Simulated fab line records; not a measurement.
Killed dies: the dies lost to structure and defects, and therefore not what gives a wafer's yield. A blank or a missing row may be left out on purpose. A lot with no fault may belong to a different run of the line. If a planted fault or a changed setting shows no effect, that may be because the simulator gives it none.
A lot that was struck, set against a sound lot | flow nandHarc | 14 steps out of a route of 1159
Sound: wafers L282.1, L282.3, L282.6. Struck: wafer L301.1; the same lot's L301.4 was not struck, so it is left out; see the end for the cause.
Order at every step that has rows: each side's tool, ch and its chambers, its first start. Under that, the readings that differ: sound wafers | struck wafers | difference of the means | sigmas: that difference in standard deviations of wafers without a fault.
alike: readings whose means differ by less than 2 such deviations, and words and numbers that are the same on both sides. not compared: withheld readings, readings that some wafer has no value for, bounds like >300 that may hide the same value, and numbers for which the record gives no deviation and whose values overlap.
Wherever a step has rows on one side only, a row that says differs or no value, or a row with sigmas, the two part there. Numbers that don't overlap but have no deviation are shown without sigmas and don't part them. A reading that every wafer of one side lacks parts them only if that side has two wafers or more.

first, 7 steps without rows for these wafers: NHARC_A_CONTACT_COAT_35 (time 65 s); NHARC_A_CONTACT_COAT_36 (resist thk 90 nm); NHARC_A_CONTACT_SOFTBAKE_37 (time 55 s); NHARC_A_CONTACT_EBR_38; NHARC_A_CONTACT_EXPOSE_39 (exposes mask A CC 3); NHARC_A_CONTACT_PEB_40 (peb time 65 s); NHARC_A_CONTACT_DEVELOP_41 (develop time 35 s).
NHARC_A_CONTACT_CD_MEAS_42: target cd 200 nm.
  sound on cdSem-03 ch 0, day 16 10:44; struck on cdSem-03 ch 0, day 20 20:25
  alike: cdNm
NHARC_A_CONTACT_OVL_MEAS_43:
  struck on overlay-01, day 20 20:31; sound on overlay-02, day 16 10:49
  alike: overlayXNm, overlayYNm
NHARC_A_CONTACT_INSPECT_44:
  struck on defectInspect-02, day 20 20:33; sound on defectInspect-01, day 16 10:51
reading        | sound    | struck | difference | sigmas
rawDefectCount | 20 20 21 | 56     | +36        | +3
NHARC_A_CONTACT_DESCUM_47: chemistry O2, time 3 s.
  sound on rieDiel-12 ch 0,2, day 16 10:57; struck on rieDiel-12 ch 2, day 20 20:38
  alike: drypumpMotorCurrentA, oesProductAu, rfVppV, showerheadPlenumPTorr, throttleValvePct
  not compared: rfHoursCounterH
NHARC_A_CONTACT_ETCH_48: etches the open film in CF4, target depth 39 nm, time 65 s.
  sound on rieDiel-12 ch 1,2,3, day 16 11:02; struck on rieDiel-12 ch 3, day 20 20:43
reading             | sound             | struck | difference | sigmas
oesProductAu (a.u.) | 0.986 0.967 1.020 | 0.953  | -0.038     | -2
  alike: biasW, drypumpMotorCurrentA, rfVppV, runLengthS, showerheadPlenumPTorr, throttleValvePct
  not compared: rfHoursCounterH
NHARC_A_CONTACT_ETCH_49: etches the open film in N2/H2, target depth 260 nm, time 475.3 s.
  sound on rieDiel-12 ch 2,3, day 16 11:09; struck on rieDiel-12 ch 3, day 20 20:51
reading             | sound             | struck | difference | sigmas
oesProductAu (a.u.) | 1.026 0.993 1.022 | 0.961  | -0.053     | -4
runLengthS (s)      | 496.8 496.2 497.0 | 372.3  | -124.4     | -99 or more
  alike: drypumpMotorCurrentA, rfVppV, showerheadPlenumPTorr, throttleValvePct
  not compared: biasW, rfHoursCounterH
NHARC_A_CONTACT_ETCH_50: etches the open film in CF4/CHF3, target depth 84.7 nm, time 42.4 s.
  sound: rieDiel-12 ch 1,2,3; struck: rieDiel-12 ch 3
reading        | sound          | struck | difference | sigmas
runLengthS (s) | 63.9 63.4 64.4 | 62.7   | -1.2       | -3
  alike: biasW, chf3FlowSccm, drypumpMotorCurrentA, oesProductAu, rfVppV, showerheadPlenumPTorr, throttleValvePct
  not compared: rfHoursCounterH

WHERE THEY PART
Last at NHARC_A_CONTACT_ETCH_50 as far as this record goes, first at NHARC_A_CONTACT_INSPECT_44.

WHY: what the simulator had put in
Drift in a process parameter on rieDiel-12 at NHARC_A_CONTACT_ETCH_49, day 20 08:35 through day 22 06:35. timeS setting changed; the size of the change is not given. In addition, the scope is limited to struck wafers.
